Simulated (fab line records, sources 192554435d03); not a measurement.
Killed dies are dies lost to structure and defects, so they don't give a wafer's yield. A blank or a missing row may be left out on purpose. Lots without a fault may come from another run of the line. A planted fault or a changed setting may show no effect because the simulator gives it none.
Chamber matching | flow n5_finfet | N5_BEOL_M10_VIA_ETCH_34 on rie_diel-03: 4 sister chambers
The step etches SiCOH lowk in C4F6/O2, target depth 184.5 nm, time 69.2 s. 4 wafers are shown with their chamber, then 7 later ones without.

WAFERS WITH THEIR CHAMBER
wafer  | chamber | showerhead_plenum_p_Torr (Torr)
L082.1 | 2       | 3.03
L090.6 | 3       | 2.77
L091.1 | 1       | 2.84
L091.3 | 0       | 2.91

WAFERS WITHOUT THEIR CHAMBER
wafer  | showerhead_plenum_p_Torr (Torr)
L091.6 | 3.02
L096.1 | 3.02
L096.2 | 2.76
L096.3 | 2.90
L095.1 | 2.90
L095.3 | 2.76
L095.5 | 2.84

WHICH CHAMBER EACH WENT THROUGH
wafer  | from the rows above | in truth
L091.6 | 2                   | 2
L096.1 | 2                   | 2
L096.2 | 3                   | 3
L096.3 | 0                   | 0
L095.1 | 0                   | 0
L095.3 | 3                   | 3
L095.5 | 1                   | 1
Placed correctly: 7 of 7. Can't be placed from these rows: 0. Placed wrongly: 0.
How it was worked out, from the rows above alone: a wafer's distance from a chamber is the root of the sum, over the readings, of the square of ((its reading less the chamber's mean) divided by the reading's scatter). The wafer belongs to the nearest chamber; if the next one is less than 2 further off, it can't be placed. A chamber's mean is the mean of its shown wafers. The scatter: with one shown wafer a chamber, the root of the mean of the squares of how far each hidden wafer lies from its nearest shown one.
